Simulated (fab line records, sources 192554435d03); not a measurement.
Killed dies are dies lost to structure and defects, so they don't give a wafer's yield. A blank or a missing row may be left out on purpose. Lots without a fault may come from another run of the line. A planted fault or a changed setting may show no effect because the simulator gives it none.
fab line records | flow n5_finfet
record lots=9 wafers=25 last_day=19
route steps=1938 shown WELL_APT@45 PMOS_HMC_CHANNEL_EPI@62 BEOL_M4@1111 PASSIVATION@1936
lots that met no fault: from a run of the same line without faults
start_h: hours from the record's first day to the start of the lot's first wafer shown | wait_h: hours since the lot's step before | " the same as in the row above | L1.1+2: a row that stands for several wafers | - no value, or no start given | * or withheld: withheld | < > ~ a bound
route shown NAME@n: a module of which the file shows steps, and the number in the route of the first | usual: mean/standard deviation of fault-free wafers | same: alike in all rows | chamber/n: place in a boat | sites: the reading at each site | _std_site: their standard deviation | _edge_site: outer sites' mean less inner sites' | radius_mm: how far each site lies from the wafer's centre | mask NAME#n: copy n | behind: the tool/chamber that last shaped the wafer | hold: why the lot was held/for how many hours/how that ended | device: the transistor (n, p or np) that didn't switch | end of line: the same wafers' tests at the end of the route | a step without rows: its recipe alone | killed: dies lost to structure and defects at the first sort, not the wafer's yield | map: a wafer's dies, x killed, . not, _ none there
set.NAME: the setting as run; set.NAME@STEP: as run at that earlier step | model.NAME: the simulator's own value behind a step, which no gauge read
steps of the route over a sample of lots; a table a step, a row a wafer
services: from which hour (start_h, from the record's first day; less than 0 if before it) a tool's chamber was out of use, for how many hours, and why
## steps
# step N5_WELL_APT_INSPECT_27
# recipe mode=adi inspect_instrument=macro
# usual raw_defect_count=2.0/1.3
# columns lot.wafer tool chamber start_h wait_h raw_defect_count
L259.1 defect_inspect-02 - 26.99 0.0 1
L259.2 " - " " 1
L259.5 " - " " 1
L260.2 defect_inspect-02 - 33.08 0.0 2
L260.4 " - " " 0
L260.6 " - " " 1
L262.1 defect_inspect-01 - 46.05 0.0 2
L262.2 " - " " 5
L262.4 " - " " 2
L263.3 defect_inspect-01 - 50.92 0.0 0
L263.5 " - " " 2
L263.6 " - " " 1
L264.2 defect_inspect-02 - 57.16 0.0 4
L264.3 " - " " 2
L264.5 " - " " 2
L268.4 defect_inspect-01 - 80.86 0.0 1
L268.5 " - " " 4
L269.3 defect_inspect-01 - 87.21 0.0 1
L269.4 " - " " 4
L278.2 defect_inspect-02 - 141.10 0.0 1
L278.5 " - " " 3
L278.6 " - " " 3
L279.1 defect_inspect-02 - 147.48 0.0 4
L279.3 " - " " 4
L279.4 " - " " 5
# step N5_WELL_APT_DESCUM_30
# recipe chemistry=O2 time_s=7.9 source_power_w=50 bias_power_w=20 pressure_mtorr=20 rf_frequency_hz=2.712e+07 temp_c=40 o2_flow_sccm=225
# usual drypump_motor_current_A=5.9/0.45 oes_product_au=0.79/0.078 rf_vpp_V=243.8/1.6 showerhead_plenum_p_Torr=2.14/0.079 throttle_valve_pct=20.45/0.18
# columns lot.wafer tool chamber start_h wait_h drypump_motor_current_A oes_product_au rf_hours_counter_h rf_vpp_V showerhead_plenum_p_Torr throttle_valve_pct
L259.1 rie_diel-03 2 27.11 0.1 5.8 0.69 233 239.9 1.98 20.89
L259.2 " 3 " " 6.1 0.80 98 242.5 2.11 20.40
L259.5 " 3 " " 6.1 0.80 - 244.6 2.11 20.40
L260.2 rie_diel-05 2 33.28 0.2 5.9 0.74 170 244.9 2.19 20.19
L260.4 " 2 " " 5.9 0.75 - 242.9 2.18 20.20
L260.6 " 0 " " 5.7 0.80 - 244.6 2.21 20.43
L262.1 rie_diel-05 2 46.41 0.4 6.0 0.74 178 246.4 2.18 20.20
L262.2 " 0 " " 5.6 0.80 77 244.6 2.20 20.44
L262.4 " 0 " " 5.7 0.80 - 245.6 2.20 20.44
L263.3 rie_diel-02 0 50.96 0.0 6.2 0.77 138 241.6 2.18 20.35
L263.5 " 3 " " 5.8 0.88 - 244.1 2.21 20.49
L263.6 " 0 " " 6.2 0.77 - 244.6 2.18 20.33
L264.2 rie_diel-02 0 57.40 0.2 6.2 0.75 141 245.6 2.18 20.36
L264.3 " 3 " " 5.8 0.87 56 245.2 2.21 20.48
L264.5 " 0 " " 6.2 0.76 - 245.5 2.18 20.35
L268.4 rie_diel-05 0 81.29 0.4 5.7 0.78 93 243.1 2.20 20.46
L268.5 " 0 " " 5.7 0.77 - 245.6 2.20 20.46
L269.3 rie_diel-02 2 87.24 0.0 6.1 0.72 219 241.3 1.98 20.71
L269.4 " 1 " " 5.0 0.96 5 241.5 2.06 20.28
L278.2 rie_diel-05 3 141.71 0.6 6.3 0.72 175 245.2 2.17 20.59
L278.5 " 3 " " 6.4 0.72 - 245.7 2.17 20.59
L278.6 " 0 " " 5.7 0.75 - 243.0 2.19 20.50
L279.1 rie_diel-05 0 147.51 0.0 5.7 0.76 117 245.7 2.19 20.50
L279.3 " 2 " " 5.9 0.71 214 244.5 2.17 20.25
L279.4 " 1 " " 4.9 0.90 35 242.1 2.06 20.29
# step N5_PMOS_HMC_CHANNEL_EPI_EXPOSE_06
# recipe mask_id=PMOS_HMC_BLK na=1.35 source_shape=conventional sigma_outer=0.8 polarization=unpolarized target_cd_nm=240 dose_mj=41
# usual reticle_temp_C=23.00/0.11
# columns lot.wafer tool chamber start_h wait_h mask reticle_temp_C
L259.1 arfi_scanner-03 0 29.06 - PMOS_HMC_BLK#0 22.74
L259.2 " 0 " " PMOS_HMC_BLK#0 22.93
L259.5 " 0 " " PMOS_HMC_BLK#0 23.00
L260.2 arfi_scanner-02 0 35.44 - PMOS_HMC_BLK#0 23.09
L260.4 " 0 " " PMOS_HMC_BLK#0 23.03
L260.6 " 0 " " PMOS_HMC_BLK#0 23.20
L262.1 arfi_scanner-02 0 48.68 - PMOS_HMC_BLK#0 23.01
L262.2 " 0 " " PMOS_HMC_BLK#0 23.01
L262.4 " 0 " " PMOS_HMC_BLK#0 22.90
L263.3 arfi_scanner-03 0 52.94 - PMOS_HMC_BLK#0 23.00
L263.5 " 0 " " PMOS_HMC_BLK#0 23.08
L263.6 " 0 " " PMOS_HMC_BLK#0 23.11
L264.2 arfi_scanner-01 0 59.38 - PMOS_HMC_BLK#0 23.04
L264.3 " 0 " " PMOS_HMC_BLK#0 22.96
L264.5 " 0 " " PMOS_HMC_BLK#0 22.89
L268.4 arfi_scanner-01 0 83.33 - PMOS_HMC_BLK#0 22.86
L268.5 " 0 " " PMOS_HMC_BLK#0 23.03
L269.3 arfi_scanner-01 0 89.13 - PMOS_HMC_BLK#0 22.90
L269.4 " 0 " " PMOS_HMC_BLK#0 22.98
L278.2 arfi_scanner-02 0 143.68 - PMOS_HMC_BLK#0 23.04
L278.5 " 0 " " PMOS_HMC_BLK#0 22.98
L278.6 " 0 " " PMOS_HMC_BLK#0 22.99
L279.1 arfi_scanner-02 0 149.38 - PMOS_HMC_BLK#0 22.91
L279.3 " 0 " " PMOS_HMC_BLK#0 22.94
L279.4 " 0 " " PMOS_HMC_BLK#0 23.12
# step N5_PMOS_HMC_CHANNEL_EPI_CD_MEAS_09
# recipe target_cd_nm=237.4 landing_energy_ev=500 detector=se_inlens
# usual cd_nm=237.5/0.83
# columns lot.wafer tool chamber start_h wait_h cd_nm
L259.1 cd_sem-03 0 29.19 - 236.4
L259.2 " 0 " " 236.8
L259.5 " 0 " " 238.0
L260.2 cd_sem-03 0 35.56 - 238.2
L260.4 " 0 " " 236.2
L260.6 " 0 " " 236.9
L262.1 cd_sem-02 0 48.80 - 237.8
L262.2 " 0 " " 237.5
L262.4 " 0 " " 237.5
L263.3 cd_sem-02 0 53.06 - 237.1
L263.5 " 0 " " 237.4
L263.6 " 0 " " 236.3
L264.2 cd_sem-02 0 59.50 - 236.8
L264.3 " 0 " " 238.2
L264.5 " 0 " " 237.5
L268.4 cd_sem-01 0 83.45 - 287.4
L268.5 " 0 " " 240.3
L269.3 cd_sem-03 0 89.24 - 286.4
L269.4 " 0 " " 282.7
L278.2 cd_sem-03 0 143.80 - 236.9
L278.5 " 0 " " 236.8
L278.6 " 0 " " 236.4
L279.1 cd_sem-01 0 149.50 - 237.5
L279.3 " 0 " " 237.5
L279.4 " 0 " " 238.2
# step N5_PMOS_HMC_CHANNEL_EPI_STRIP_33
# recipe chemistry=N2/H2 power_w=500 temp_c=40 pressure_mtorr=50 rf_frequency_hz=6e+07 overash_fraction=0.3 bias_power_w=8 h2_frac=0.5 n2_flow_sccm=300 h2_flow_sccm=300
# usual drypump_motor_current_A=5.7/0.56 oes_product_au=0.80/0.095 rf_vpp_V=54.2/1.6 showerhead_plenum_p_Torr=3.36/0.11 throttle_valve_pct=18.99/0.27
# columns lot.wafer tool chamber start_h wait_h drypump_motor_current_A oes_product_au rf_hours_counter_h rf_vpp_V showerhead_plenum_p_Torr throttle_valve_pct
L259.1 rie_diel-06 1 29.41 0.0 5.0 0.79 155 55.7 3.35 18.78
L259.2 " 3 " " 5.1 0.75 154 53.4 3.23 19.26
L259.5 " 3 " " 5.1 0.76 - 52.9 3.23 19.24
L260.2 rie_diel-04 1 35.91 0.0 5.9 0.84 98 55.6 3.53 18.83
L260.4 " 0 " " 5.4 0.69 226 54.2 3.19 18.94
L260.6 " 2 " " 6.2 0.83 - 56.7 3.26 19.52
L262.1 rie_diel-01 3 49.04 0.0 5.4 0.69 217 55.1 3.31 18.92
L262.2 " 2 " " 4.9 0.79 103 54.0 3.25 18.92
L262.4 " 0 " " 5.5 0.90 25 53.2 3.43 18.75
L263.3 rie_diel-01 0 53.28 0.0 5.4 0.89 26 57.3 3.43 18.73
L263.5 " 0 " " 5.4 0.90 - 54.4 3.43 18.74
L263.6 " 1 " " 6.7 0.87 - 53.6 3.42 18.89
L264.2 rie_diel-04 2 59.83 0.0 6.2 0.82 91 53.4 3.26 19.56
L264.3 " 1 " " 5.9 0.80 104 55.0 3.52 18.82
L264.5 " 3 " " 5.9 0.68 - 54.0 3.43 19.15
L268.4 rie_diel-01 3 83.66 0.0 5.4 0.69 228 52.4 3.31 18.91
L268.5 " 3 " " 5.5 0.68 - 56.3 3.31 18.94
L269.3 rie_diel-04 1 89.46 0.0 5.9 0.80 115 55.8 3.52 18.88
L269.4 " 0 " " 5.4 0.68 244 53.6 3.18 18.97
L278.2 rie_diel-01 1 144.02 0.0 6.8 0.83 64 56.8 3.41 18.96
L278.5 " 3 " " 5.4 0.68 - 51.4 3.30 18.98
L278.6 " 2 " " 4.9 0.77 - 55.5 3.24 18.97
L279.1 rie_diel-06 3 149.87 0.0 5.1 0.72 192 55.1 3.21 19.30
L279.3 " 0 " " 6.3 0.95 15 51.3 3.44 18.94
L279.4 " 0 " " 6.3 0.95 - 54.9 3.44 18.91
# step N5_BEOL_M4_RC_MEAS_101
# usual DIBL_N=36.4/1.4 DIBL_P=36.4/1.5 IOFF_N=0.156/0.022 IOFF_P=0.210/0.023 ION_N=675/9.1 ION_P=463/5.7 SS_N=71.6/0.45 SS_P=73.3/0.56 VT_N=250/3.1 VT_P=-250.3/2.3
# columns lot.wafer tool chamber start_h wait_h DIBL_N[mV/V] DIBL_P[mV/V] IOFF_N[nA/um] IOFF_P[nA/um] ION_N[uA/um] ION_P[uA/um] SS_N[mV/dec] SS_P[mV/dec] VT_N[mV] VT_P[mV]
L260.2 prober-01 0 204.34 0.2 36.2 35.6 0.170 0.205 681 461 72.0 73.3 244 -249.8
L260.4 " 0 " " 36.3 34.6 0.162 0.180 673 455 71.7 73.7 249 -252.2
L260.6 " 0 " " 35.1 34.0 0.144 0.169 677 454 71.5 73.6 250 -253.3
L259.1 prober-02 0 222.00 0.0 34.5 34.8 0.139 0.180 663 453 71.0 72.3 252 -248.9
L259.2 " 0 " " 35.7 36.9 0.163 0.217 672 459 71.0 73.5 248 -248.0
L259.5 " 0 " " 35.5 37.1 0.166 0.213 678 462 71.6 73.3 248 -248.4
L262.1 prober-01 0 223.88 0.0 33.9 35.1 0.142 0.200 676 467 71.2 72.2 248 -251.3
L262.2 " 0 " " 35.9 38.1 0.189 0.241 688 465 72.3 73.4 245 -246.9
L262.4 " 0 " " 34.0 34.8 0.141 0.192 663 462 70.7 72.0 251 -251.6
L263.3 prober-02 0 229.45 0.3 37.7 35.4 0.175 0.232 686 474 71.6 74.0 249 -249.3
L263.5 " 0 " " 38.0 35.8 0.183 0.243 683 466 71.3 73.6 248 -246.3
L263.6 " 0 " " 36.7 34.6 0.151 0.211 681 470 70.9 73.6 250 -248.6
L264.2 prober-02 0 234.52 0.2 37.4 37.3 0.160 0.195 667 455 71.1 73.6 248 -254.0
L264.3 " 0 " " 37.6 37.7 0.155 0.200 667 455 71.7 73.8 253 -252.8
L264.5 " 0 " " 37.8 37.5 0.163 0.206 670 464 71.4 73.9 249 -251.3
L268.5 prober-02 0 265.31 0.6 36.8 37.5 0.153 0.223 669 466 72.0 72.7 254 -249.1
L278.2 prober-01 0 317.64 0.2 37.2 37.8 0.178 0.224 680 465 71.8 73.4 246 -249.6
L278.5 " 0 " " 38.5 37.8 0.199 0.230 683 464 72.1 73.7 247 -250.2
L278.6 " 0 " " 36.9 36.5 0.160 0.202 681 466 71.9 73.5 248 -252.1
L279.1 prober-02 0 327.70 0.0 37.2 38.6 0.187 0.259 685 477 72.3 73.5 246 -249.3
L279.3 " 0 " " 36.8 37.0 0.166 0.228 671 465 72.1 74.1 248 -249.0
L279.4 " 0 " " 35.9 35.9 0.152 0.212 675 467 71.6 73.8 249 -250.1
# step N5_PASSIVATION_PROBE_49
# usual defect_limited_yield=91.5/1.3 killed_at_M0_to_M3=33/10 killed_at_M4_up=13/4 killed_at_contacts=12/6.3 killed_at_front_end=39/11 killed_at_other=3.4/2.6 killed_dies=100/15 killed_on_rim=13/4 killed_open=65/11 killed_short=34/7.8 sort_bin_5_function=5.0/0.89 sort_bin_6_memory=3.2/0.58 sort_n_pass=1080/15 sort_yield_pct=91.5/1.3
# same gross_dies=1180 killed_at_back_side=0 sort_bin_4_leakage[%]=0 sort_bin_8_speed[%]=0
# columns lot.wafer tool chamber start_h wait_h defect_limited_yield[%] killed_at_M0_to_M3 killed_at_M4_up killed_at_contacts killed_at_front_end killed_at_other killed_dies killed_on_rim killed_open killed_short sort_bin_5_function[%] sort_bin_6_memory[%] sort_n_pass sort_yield_pct[%]
L269.3 prober-01 - 363.54 0.1 15.8 58 11 13 909 3 994 78 72 33 4.7 3.9 186 15.8
L269.4 prober-01 - 363.59 0.2 33.7 18 15 8 741 0 782 28 51 34 4.6 2.2 398 33.7
L268.4 prober-02 - 382.19 0.2 22.6 46 11 10 845 1 913 60 64 37 5.6 2.8 267 22.6
L268.5 prober-02 - 382.24 0.2 90.2 50 12 11 36 7 116 15 80 35 5.8 3.6 1064 90.2
# killed by level:class
L269.3 PMOS_HMC_CHANNEL_EPI:area_expose=889 BEOL_M2:geometric_particle:open=13 MOL_CONTACT_COAG:geometric_particle:open=10 BEOL_M1:geometric_particle:open=10 BEOL_M0_SAQP:geometric_particle:open=8 BEOL_M3:geometric_particle:open=7 BEOL_M0_SAQP:geometric_particle:short=7 BEOL_M0:geometric_particle:open=6
L269.4 PMOS_HMC_CHANNEL_EPI:area_expose=696 FIN_SAQP:geometric_particle:short=7 GATE_CUT:geometric_particle:short=6 GATE_CUT:geometric_particle:open=6 FIN_SAQP:geometric_particle:open=5 DUMMY_GATE:geometric_particle:open=5 BEOL_M1:geometric_particle:open=4 MOL_CONTACT_COAG:geometric_particle:short=4
L268.4 PMOS_HMC_CHANNEL_EPI:area_expose=811 STI_FIN_REVEAL:geometric_particle:open=12 BEOL_M1:geometric_particle:open=11 MOL_CONTACT_COAG:geometric_particle:open=9 BEOL_M0_SAQP:geometric_particle:short=7 FIN_SAQP:geometric_particle:short=6 BEOL_M1:geometric_particle:short=6 BEOL_M0:geometric_particle:open=5
L268.5 BEOL_M0_SAQP:geometric_particle:open=13 BEOL_M0_SAQP:geometric_particle:short=12 BEOL_M1:geometric_particle:open=11 FIN_SAQP:geometric_particle:open=10 MOL_CONTACT_COAG:geometric_particle:open=10 FIN_SAQP:geometric_particle:short=8 BEOL_M2:geometric_particle:open=5 BEOL_M4:geometric_particle:open=4
## services
# columns tool chamber start_h hours kind
rie_diel-06 2 4.97 11.8 repair
arfi_scanner-02 - 6.20 1.3 pm
arfi_scanner-01 - 22.35 0.9 repair
arfi_scanner-01 - 26.01 16.0 pm
rie_diel-01 1 27.37 13.8 repair
arfi_scanner-03 - 30.57 3.8 repair
arfi_scanner-02 - 34.36 0.8 pm
rie_diel-04 1 46.04 2.6 repair
arfi_scanner-01 - 50.21 0.8 pm
arfi_scanner-01 - 55.54 1.0 pm
rie_diel-06 2 57.16 4.2 repair
arfi_scanner-02 - 62.56 4.9 pm
arfi_scanner-03 - 62.70 1.0 pm
rie_diel-01 0 66.08 1.5 repair
arfi_scanner-03 - 72.04 0.6 repair
arfi_scanner-03 - 87.36 4.9 pm
arfi_scanner-02 - 96.85 2.7 repair
arfi_scanner-02 - 103.78 1.0 pm
arfi_scanner-01 - 106.67 1.3 pm
arfi_scanner-01 - 115.80 0.3 repair
arfi_scanner-02 - 116.09 1.0 pm
rie_diel-02 3 127.94 2.0 repair
arfi_scanner-02 - 131.70 1.3 pm
arfi_scanner-01 - 146.92 3.0 pm
## key
first_sign step=N5_PMOS_HMC_CHANNEL_EPI_CD_MEAS_09 reading=cd_nm direction=up sigmas=57 usual=237.5 struck=285.5
effect step=N5_PASSIVATION_PROBE_49 reading=killed_at_front_end direction=up sigmas=69 usual=39 struck=832
more_kills_born_at N5_PMOS_HMC_CHANNEL_EPI_EXPOSE_06@arfi_scanner-01=2396
met_at N5_PMOS_HMC_CHANNEL_EPI_EXPOSE_06
struck_lots L268,L269
struck_wafers L268.4,L269.3,L269.4
later_rows_left_out L268.4,L269.3,L269.4
not_acting_at N5_WELL_APT_INSPECT_27,N5_WELL_APT_DESCUM_30,N5_PMOS_HMC_CHANNEL_EPI_STRIP_33
onset_between 59.38 83.33
fault kind=process_parameter_drift tool=arfi_scanner-01 chamber=- onset_h=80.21 steps=N5_PMOS_HMC_CHANNEL_EPI_EXPOSE_06 channel=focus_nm offset=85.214 shape=step end_h=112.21 scope=struck_wafers_only
# later_rows_left_out: the simulator's readings of these wafers behind a module that went badly wrong aren't trusted and aren't shown, but for the sort
